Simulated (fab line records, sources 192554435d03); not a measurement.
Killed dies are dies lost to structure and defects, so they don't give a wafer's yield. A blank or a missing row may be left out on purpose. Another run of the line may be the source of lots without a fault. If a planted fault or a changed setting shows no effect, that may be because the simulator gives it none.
fab line records | flow n5_finfet
[record] lots = 6 wafers = 17 last_day = 17
route steps=1938 shown BEOL_M0@719 BEOL_M4@1111 PASSIVATION@1936
lots with no fault: from the same line, run without faults
start_h: hours from the record's first day to the start of the lot's first wafer shown | wait_h: hours from the lot's prior step to this one | " unchanged from the row above | L1.1+2: a row that stands for several wafers | - no value, or no start given | * or withheld: withheld | < > ~ a bound
route shown NAME@n: names a module that has steps shown in the file, with the first one's number in the route | usual: average and standard deviation across the fault-free wafers | same: alike in all rows | chamber/n: place in a boat | sites: per-site readings | _std_site: the standard deviation of these | _edge_site: inner sites' mean taken away from outer sites' mean | radius_mm: for every site, how far away it sits from the centre of the wafer | mask NAME#n: copy n | behind: the last tool/chamber to shape the wafer | hold: why the lot was held/for how many hours/how that ended | device: transistor that didn't switch, given as n, p or np | end of line: tests run on the same wafers once the route is complete | a step given without rows: its recipe and nothing more | killed: at the first sort, the dies lost to defects and structure; wafer yield is something else | map: the dies of a wafer, with x for killed, . for not killed, _ for no die there
set.NAME: the run value of the setting; set.NAME@STEP: its run value at that earlier step | model.NAME: the simulator's own value behind a step, which no gauge read
lots at selected steps of the route; one table per step, one row per wafer
services: when a tool's chamber went out of use (start_h, in hours from the record's first day, below 0 if earlier), for how many hours, and the reason
[[steps]]
[step N5_BEOL_M0_WET_ETCH_106]
[recipe] chemistry = DHF dilution = 10:1 temp_c = 25 target = SiO2 target_depth_a = 1300 dry = ipa_marangoni rinse_time_s = 30 rinse_temp_c = 23
[step N5_BEOL_M0_ETCH_128]
[recipe] chemistry = CF4/N2 target_depth_a = 120 overetch_a = 51 target = SiCN time_s = 21.4 ion_energy_ev = 150 pressure_mtorr = 40 source_w = 430 bias_w = 70 Ar_flow_sccm = 100 cf4_flow_sccm = 60 n2_flow_sccm = 60
[usual] drypump_motor_current_A = 5.5/0.34 oes_product_au = 0.52/0.052 rf_vpp_V = 383.3/1.4 showerhead_plenum_p_Torr = 2.25/0.052 throttle_valve_pct = 15.47/0.15
// columns lot.wafer tool chamber start_h wait_h drypump_motor_current_A oes_product_au rf_hours_counter_h rf_vpp_V showerhead_plenum_p_Torr throttle_valve_pct
L784.2 rie_diel-06 2 154.06 0.0 5.0 0.49 162 384.9 2.29 15.23
L784.3 " 1 " " 5.6 0.49 201 384.4 2.28 15.35
L784.5 " 2 " " 5.0 0.50 - 383.6 2.29 15.21
L785.2 rie_diel-06 3 165.84 0.0 5.6 0.65 12 380.2 2.16 15.35
L785.5 " 1 " " 5.6 0.51 - 383.4 2.28 15.36
L785.6 " 2 " " 4.9 0.51 - 384.4 2.29 15.22
L788.1 rie_diel-06 3 177.89 0.3 5.6 0.63 16 382.3 2.16 15.34
L788.3 " 1 " " 5.6 0.48 209 383.5 2.28 15.39
L793.3 rie_diel-02 1 200.78 0.1 5.6 0.48 207 383.2 2.28 15.66
L793.4 " 0 " " 5.2 0.62 38 385.5 2.34 15.38
L793.5 " 0 " " 5.2 0.61 - 386.4 2.34 15.40
L798.2 rie_diel-02 1 237.13 0.1 5.7 0.47 219 383.8 2.28 15.68
L798.4 " 3 " " 5.8 0.50 158 382.2 2.20 15.58
L798.6 " 3 " " 5.8 0.50 - 383.1 2.20 15.57
L800.1 rie_diel-02 3 243.88 0.1 5.9 0.50 161 382.6 2.20 15.59
L800.2 " 1 " " 5.7 0.47 223 383.2 2.28 15.69
L800.4 " 2 " " 5.4 0.49 242 383.7 2.27 15.66
[step N5_BEOL_M0_TRENCH_ETCH_107]
[recipe] chemistry = C4F6/O2 target_depth_a = 328 target = SiOC time_s = 16.4 ion_energy_ev = 250 pressure_mtorr = 30 source_w = 355 bias_w = 185 Ar_flow_sccm = 300 C4F6_flow_sccm = 10 O2_flow_sccm = 10
[step N5_BEOL_M0_STRIP_142]
[recipe] chemistry = N2/H2 time_s = 10 power_w = 450 temp_c = 40 pressure_mtorr = 20 rf_frequency_hz = 6e+07 bias_power_w = 7 n2_flow_sccm = 200 h2_flow_sccm = 200
[step N5_BEOL_M0_OCD_MEAS_108]
[usual] trench_depth_nm = 32.8/0.66
// columns lot.wafer tool chamber start_h wait_h trench_depth_nm
L784.2 ocd-01 - 154.21 0.1 33.1
L784.3 " - " " 33.2
L784.5 " - " " 33.6
L785.2 ocd-01 - 165.99 0.1 33.8
L785.5 " - " " 33.3
L785.6 " - " " 33.2
L788.1 ocd-01 - 178.03 0.1 35.1
L788.3 " - " " 33.6
L793.3 ocd-01 - 200.93 0.1 32.1
L793.4 " - " " 32.1
L793.5 " - " " 32.8
L798.2 ocd-02 - 237.28 0.1 32.1
L798.4 " - " " 32.9
L798.6 " - " " 33.6
L800.1 ocd-02 - 244.03 0.1 32.8
L800.2 " - " " 32.7
L800.4 " - " " 32.7
[step N5_BEOL_M0_HM_STRIP_129]
[recipe] chemistry = peroxide_tin_strip material = TiN target_depth_a = 170 temp_c = 50 time_s = 108
[step N5_BEOL_M0_SRD_130]
[recipe] time_s = 30 temp_c = 23 rinse_liquid = diw dry = ipa_marangoni
[step N5_BEOL_M0_ETCH_109]
[recipe] chemistry = CH3F/O2 target_depth_a = 80 overetch_a = 24 target = SiCN time_s = 27.4 ion_energy_ev = 120 pressure_mtorr = 30 source_w = 395 bias_w = 75 Ar_flow_sccm = 150 CH3F_flow_sccm = 30 O2_flow_sccm = 20
[usual] drypump_motor_current_A = 5.4/0.4 oes_product_au = 0.65/0.065 rf_vpp_V = 298.0/1.3 showerhead_plenum_p_Torr = 2.03/0.049 throttle_valve_pct = 16.33/0.12
// columns lot.wafer tool chamber start_h wait_h drypump_motor_current_A oes_product_au rf_hours_counter_h rf_vpp_V showerhead_plenum_p_Torr throttle_valve_pct
L784.2 rie_diel-06 3 154.32 0.0 5.6 0.82 7 297.6 1.97 16.28
L784.3 " 0 " " 5.2 0.67 120 299.9 2.10 16.50
L784.5 " 3 " " 5.6 0.84 - 295.8 1.97 16.27
L785.2 rie_diel-01 3 166.25 0.2 5.2 0.62 212 297.5 1.99 16.31
L785.5 " 2 " " 4.8 0.64 - 298.2 2.00 16.45
L785.6 " 1 " " 6.1 0.70 - 299.3 2.01 16.18
L788.1 rie_diel-06 3 178.32 0.2 5.6 0.80 16 295.7 1.97 16.31
L788.3 " 2 " " 4.9 0.62 171 298.4 2.09 16.16
L793.3 rie_diel-01 1 201.38 0.4 6.1 0.66 96 298.7 2.01 16.21
L793.4 " 0 " " 5.6 0.59 242 298.4 2.07 16.32
L793.5 " 1 " " 6.1 0.67 - 297.5 2.01 16.21
L798.2 rie_diel-02 2 237.48 0.1 5.4 0.59 239 300.1 2.06 16.48
L798.4 " 0 " " 5.2 0.74 51 298.3 2.11 16.25
L798.6 " 3 " " 5.8 0.62 - 298.0 1.99 16.46
L800.1 rie_diel-06 3 244.14 0.0 5.7 0.76 43 296.5 1.96 16.33
L800.2 " 0 " " 5.1 0.64 154 298.4 2.08 16.55
L800.4 " 0 " " 5.2 0.65 - 299.8 2.08 16.57
[step N5_BEOL_M0_STRIP_139]
[recipe] chemistry = post_etch_residue_remover time_s = 60 temp_c = 25 remover_ph = withheld remover_water_wt_pct = withheld remover_fluoride_wt_pct = withheld
[step N5_BEOL_M0_SRD_111]
[recipe] time_s = 30 temp_c = 23 rinse_liquid = diw dry = ipa_marangoni
[step N5_BEOL_M0_DEGAS_112]
[recipe] ambient = vacuum temp_c = 250 time_s = 60
[usual] heater_power_w = 325/33
// columns lot.wafer tool chamber start_h wait_h heater_power_w
L784.2 pvd_sputter-02 - 154.91 0.2 301
L784.3 " - " " 333
L784.5 " - " " 335
L785.2 pvd_sputter-02 - 166.87 0.5 321
L785.5 " - " " 304
L785.6 " - " " 330
L788.1 pvd_sputter-01 - 180.72 2.3 309
L788.3 " - " " 321
L793.3 pvd_sputter-01 - 203.32 1.8 385
L793.4 " - " " 306
L793.5 " - " " 321
L798.2 pvd_sputter-01 - 237.88 0.2 382
L798.4 " - " " 315
L798.6 " - " " 388
L800.1 pvd_sputter-02 - 244.99 0.7 325
L800.2 " - " " 296
L800.4 " - " " 345
[step N5_BEOL_M0_PRE_CLEAN_113]
[recipe] gas = H2/He time_s = 30 temp_c = 250
[usual] heater_power_w = 324/33
// columns lot.wafer tool chamber start_h wait_h heater_power_w
L784.2 pvd_sputter-02 - 154.95 0.0 301
L784.3 " - " " 327
L784.5 " - " " 331
L785.2 pvd_sputter-02 - 166.91 0.0 319
L785.5 " - " " 295
L785.6 " - " " 327
L788.1 pvd_sputter-01 - 180.76 0.0 305
L788.3 " - " " 325
L793.3 pvd_sputter-01 - 203.36 0.0 392
L793.4 " - " " 308
L793.5 " - " " 321
L798.2 pvd_sputter-01 - 237.92 0.0 388
L798.4 " - " " 313
L798.6 " - " " 390
L800.1 pvd_sputter-02 - 245.03 0.0 312
L800.2 " - " " 293
L800.4 " - " " 340
[step N5_BEOL_M0_ALD_136]
[recipe] material = TaN target_thk_a = * temp_c = 275 ald_precursor_family = PDMAT ald_co_reactant = NH3 pressure_torr = 3 carrier_flow_sccm = 1500 pulse_time_s = 2 purge_time_s = 3 co_reactant_purge_time_s = 2 co_reactant_pulse_time_s = 3 ald_cycles = 30 precursor_vessel_temp_c = 75 precursor_vessel_pressure_torr = 26.25 precursor_vessel_carrier_sccm = 1000
[usual] ald_cycles = 30/0 heater_power_w = 434/41 mfc_carrier_sccm = 1499/4.8 precursor_vessel_carrier_sccm = 1000.2/3
[same] pulse_time_s = 2
// columns lot.wafer tool chamber start_h wait_h ald_cycles heater_power_w mfc_carrier_sccm precursor_vessel_carrier_sccm
L784.2 ald_metal-02 0 155.01 0.0 30 407 1502 1000.2
L784.3 " 1 " " 33 436 1503 1000.1
L784.5 " 3 " " 33 462 1502 1001.3
L785.2 ald_metal-01 0 166.97 0.0 30 414 1502 998.5
L785.5 " 3 " " 30 403 1500 1002.0
L785.6 " 0 " " 30 403 1500 999.4
L788.1 ald_metal-02 1 181.03 0.2 30 431 1494 1003.8
L788.3 " 3 " " 33 475 1496 1001.8
L793.3 ald_metal-01 0 203.42 0.0 30 410 1509 1001.0
L793.4 " 1 " " 30 415 1496 997.0
L793.5 " 0 " " 30 414 1514 998.8
L798.2 ald_metal-01 3 238.00 0.1 30 406 1508 998.4
L798.4 " 2 " " 30 450 1502 995.3
L798.6 " 2 " " 30 450 1499 998.4
L800.1 ald_metal-02 1 245.11 0.1 30 439 1508 997.2
L800.2 " 3 " " 30 455 1496 1000.8
L800.4 " 0 " " 30 419 1501 1001.7
[step N5_BEOL_M0_SURFACE_TREAT_137]
[recipe] gas = Ar time_s = * ion_energy_ev = * ion_current_ma_cm2 = 0.5 pressure_mtorr = * ar_flow_sccm = 30
[usual] throttle_valve_pct = *
// columns lot.wafer tool chamber start_h wait_h throttle_valve_pct
L784.2 pvd_sputter-02 - 155.27 0.2 *
L784.3 " - " " *
L784.5 " - " " *
L785.2 pvd_sputter-02 - 167.21 0.1 *
L785.5 " - " " *
L785.6 " - " " *
L788.1 pvd_sputter-03 - 181.31 0.2 *
L788.3 " - " " *
L793.3 pvd_sputter-01 - 203.68 0.2 *
L793.4 " - " " *
L793.5 " - " " *
L798.2 pvd_sputter-02 - 238.96 0.9 *
L798.4 " - " " *
L798.6 " - " " *
L800.1 pvd_sputter-03 - 245.70 0.5 *
L800.2 " - " " *
L800.4 " - " " *
[step N5_BEOL_M4_RC_MEAS_101]
[usual] DIBL_N = 36.1/1.6 DIBL_P = 36.6/1.9 IOFF_N = 0.160/0.026 IOFF_P = 0.210/0.028 ION_N = 677/10 ION_P = 464/6.9 SS_N = 71.4/0.56 SS_P = 73.3/0.61 VT_N = 249.1/2.6 VT_P = -250/3.3
// columns lot.wafer tool chamber start_h wait_h DIBL_N[mV/V] DIBL_P[mV/V] IOFF_N[nA/um] IOFF_P[nA/um] ION_N[uA/um] ION_P[uA/um] SS_N[mV/dec] SS_P[mV/dec] VT_N[mV] VT_P[mV]
L784.2 prober-02 0 212.25 0.2 36.2 36.4 0.149 0.216 669 463 70.9 73.2 248.7 -249
L784.3 " 0 " " 36.6 36.5 0.161 0.213 672 463 71.0 72.6 247.2 -249
L784.5 " 0 " " 36.6 37.5 0.152 0.228 668 469 71.4 72.8 251.5 -249
L785.2 prober-01 0 215.95 0.2 36.8 36.8 0.146 0.172 684 458 71.1 72.7 248.3 -256
L785.5 " 0 " " 37.4 38.4 0.175 0.200 682 462 72.0 73.0 248.9 -253
L785.6 " 0 " " 37.0 37.8 0.153 0.184 669 458 71.3 73.0 249.1 -255
L788.1 prober-01 0 235.52 0.0 37.8 37.4 0.164 0.205 686 464 71.7 72.8 247.1 -251
L788.3 " 0 " " 39.2 38.5 0.167 0.216 664 459 72.3 73.5 251.5 -251
L793.3 prober-02 0 262.79 0.3 36.9 36.2 0.176 0.242 684 472 71.2 73.8 245.4 -244
L793.4 " 0 " " 37.8 37.0 0.184 0.249 697 480 71.1 73.4 247.3 -246
L793.5 " 0 " " 35.5 34.0 0.146 0.206 664 463 70.4 73.0 249.8 -248
L798.2 prober-02 0 283.93 0.2 38.2 39.9 0.210 0.270 684 474 72.1 74.5 245.3 -243
L798.4 " 0 " " 34.2 35.7 0.137 0.202 670 464 70.9 72.7 249.0 -248
L798.6 " 0 " " 36.4 37.1 0.166 0.223 676 464 71.6 73.0 248.3 -245
L800.1 prober-02 0 311.35 0.0 37.8 39.2 0.182 0.216 670 453 72.1 73.5 248.5 -251
L800.2 " 0 " " 37.1 39.2 0.173 0.221 677 462 71.7 73.9 248.9 -251
L800.4 " 0 " " 35.4 36.1 0.144 0.183 676 456 70.4 73.1 249.8 -253
[step N5_PASSIVATION_PROBE_49]
[usual] defect_limited_yield = 91.3/1.5 killed_at_M0_to_M3 = 34/10 killed_at_M4_up = 13/4.9 killed_at_contacts = 13/6.1 killed_at_front_end = 39/13 killed_at_other = 4.1/2.7 killed_dies = 103/18 killed_open = 68/13 killed_short = 32/7.6 sort_bin_5_function = 5.2/1 sort_bin_6_memory = 3.2/0.75 sort_n_pass = 1077/18 sort_yield_pct = 91.3/1.5
[same] gross_dies = 1180 killed_at_back_side = 0 sort_bin_4_leakage[%] = 0 sort_bin_8_speed[%] = 0
// columns lot.wafer tool chamber start_h wait_h defect_limited_yield[%] killed_at_M0_to_M3 killed_at_M4_up killed_at_contacts killed_at_front_end killed_at_other killed_dies killed_open killed_short sort_bin_5_function[%] sort_bin_6_memory[%] sort_n_pass sort_yield_pct[%]
L784.2 prober-02 - 314.32 0.1 93.2 17 4 10 44 5 80 55 24 3.9 2.5 1100 93.2
L784.3 prober-02 - 314.37 0.1 92.1 22 10 14 45 2 93 65 25 4.3 3.6 1087 92.1
L784.5 prober-02 - 314.47 0.2 90.3 26 12 12 64 1 115 74 37 5.8 3.4 1065 90.3
L788.1 prober-01 - 334.92 0.0 92.1 35 16 4 34 4 93 59 33 4.2 3.2 1087 92.1
L788.3 prober-01 - 335.02 0.1 89.5 31 29 16 41 7 124 81 40 6.3 3.7 1056 89.5
L793.3 prober-02 - 378.66 0.1 90.2 58 11 6 38 3 116 73 40 5.3 4.2 1064 90.2
L793.4 prober-02 - 378.71 0.2 90.8 46 12 14 31 5 108 72 34 5.1 3.8 1072 90.8
L793.5 prober-02 - 378.76 0.2 91.8 43 10 7 31 6 97 57 37 4.4 3.4 1083 91.8
L800.1 prober-02 - 416.87 0.0 90.3 43 12 12 39 9 115 76 38 5.0 4.5 1065 90.3
L800.2 prober-02 - 416.92 0.1 88.0 53 11 28 47 3 142 97 43 6.3 5.5 1038 88.0
L800.4 prober-02 - 417.02 0.2 87.8 63 7 20 48 6 144 103 40 7.3 4.7 1036 87.8
// killed by level:class
L784.2 FIN_SAQP:geometric_particle:open=13 MOL_CONTACT_COAG:geometric_particle:open=9 FIN_SAQP:geometric_particle:short=7 STI_FIN_REVEAL:geometric_particle:open=7 BEOL_M0_SAQP:geometric_particle:open=6 BEOL_M1:geometric_particle:open=5 DUMMY_GATE:geometric_particle:open=3 STARTING-WAFER:geometric_particle:open=3
L784.3 STI_FIN_REVEAL:geometric_particle:open=11 MOL_CONTACT_COAG:geometric_particle:open=11 FIN_SAQP:geometric_particle:open=10 GATE_CUT:geometric_particle:short=7 BEOL_M2:geometric_particle:open=7 BEOL_M4:geometric_particle:open=5 FIN_SAQP:geometric_particle:short=4 BEOL_M1:geometric_particle:open=4
L784.5 STI_FIN_REVEAL:geometric_particle:open=21 FIN_SAQP:geometric_particle:open=10 MOL_CONTACT_COAG:geometric_particle:open=8 FIN_SAQP:geometric_particle:short=6 BEOL_M2:geometric_particle:open=6 STARTING-WAFER:geometric_particle:short=6 SPACER0:geometric_particle:short=5 GATE_CUT:geometric_particle:short=5
L788.1 FIN_SAQP:geometric_particle:short=11 BEOL_M1:geometric_particle:open=7 BEOL_M4:geometric_particle:open=7 BEOL_M0_SAQP:geometric_particle:short=6 BEOL_M2:geometric_particle:open=6 BEOL_M0_SAQP:geometric_particle:open=5 BEOL_M3:geometric_particle:open=5 FIN_SAQP:geometric_particle:open=4
L788.3 BEOL_M4:geometric_particle:open=15 FIN_SAQP:geometric_particle:short=12 MOL_CONTACT_COAG:geometric_particle:open=11 FIN_SAQP:geometric_particle:open=8 BEOL_M2:geometric_particle:open=8 BEOL_M0_SAQP:geometric_particle:open=7 BEOL_M4:geometric_particle:short=6 BEOL_M0_SAQP:geometric_particle:short=5
L793.3 BEOL_M0_SAQP:geometric_particle:open=14 BEOL_M0_SAQP:geometric_particle:short=10 BEOL_M1:geometric_particle:open=9 FIN_SAQP:geometric_particle:short=6 FIN_SAQP:geometric_particle:open=6 STI_FIN_REVEAL:geometric_particle:open=6 BEOL_M2:geometric_particle:open=6 BEOL_M3:geometric_particle:open=6
L793.4 BEOL_M1:geometric_particle:open=10 MOL_CONTACT_COAG:geometric_particle:open=9 FIN_SAQP:geometric_particle:open=8 BEOL_M0_SAQP:geometric_particle:short=8 BEOL_M0:geometric_particle:open=8 FIN_SAQP:geometric_particle:short=7 BEOL_M4:geometric_particle:open=7 BEOL_M0_SAQP:geometric_particle:open=6
L793.5 STI_FIN_REVEAL:geometric_particle:open=17 BEOL_M1:geometric_particle:short=9 BEOL_M1:geometric_particle:open=8 BEOL_M2:geometric_particle:open=8 BEOL_M2:geometric_particle:short=6 BEOL_M4:geometric_particle:open=6 MOL_CONTACT_COAG:geometric_particle:short=5 BEOL_M0_SAQP:geometric_particle:short=5
L800.1 STI_FIN_REVEAL:geometric_particle:open=15 MOL_CONTACT_COAG:geometric_particle:open=10 GATE_CUT:geometric_particle:short=9 BEOL_M0_SAQP:geometric_particle:short=9 BEOL_M0:geometric_particle:open=9 BEOL_M1:geometric_particle:open=8 GATE_CUT:geometric_particle:open=5 BEOL_M2:geometric_particle:open=5
L800.2 MOL_CONTACT_COAG:geometric_particle:open=22 STI_FIN_REVEAL:geometric_particle:open=14 BEOL_M0:geometric_particle:open=11 BEOL_M3:geometric_particle:open=10 FIN_SAQP:geometric_particle:short=7 BEOL_M1:geometric_particle:open=7 BEOL_M0_SAQP:geometric_particle:open=6 MOL_CONTACT_COAG:geometric_particle:short=6
L800.4 FIN_SAQP:geometric_particle:open=19 MOL_CONTACT_COAG:geometric_particle:open=18 BEOL_M0_SAQP:geometric_particle:open=14 BEOL_M0_SAQP:geometric_particle:short=13 STI_FIN_REVEAL:geometric_particle:open=10 BEOL_M2:geometric_particle:open=9 BEOL_M1:geometric_particle:open=8 BEOL_M0:geometric_particle:open=5
[[services]]
// columns tool chamber start_h hours kind
pvd_sputter-03 - 160.97 3.8 repair
ald_metal-01 0 182.43 6.3 repair
rie_diel-01 1 191.40 6.2 repair
pvd_sputter-01 - 196.31 1.0 repair
rie_diel-06 2 200.16 11.6 repair
rie_diel-01 0 226.58 - clean
rie_diel-01 0 226.58 - consumable_replace:focus_ring
rie_diel-01 0 226.58 21.1 scheduled_down
rie_diel-01 0 226.58 21.1 vent_cycle
rie_diel-06 1 236.41 28.9 repair
rie_diel-01 - 239.89 2.8 pm
[[key]]
[first_sign] step = N5_BEOL_M0_ALD_136 reading = ald_cycles direction = up sigmas = 99+ usual = * struck = *
effect none on later readings
met_at N5_BEOL_M0_ALD_136
struck_wafers L784.3,L784.5,L788.3
[fault] kind = process_parameter_drift tool = ald_metal-02 chamber = - onset_h = 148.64 steps = N5_BEOL_M0_ALD_136 channel = ald_cycles offset = * shape = step end_h = 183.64 scope = struck_wafers_only acts_in = * stated = *
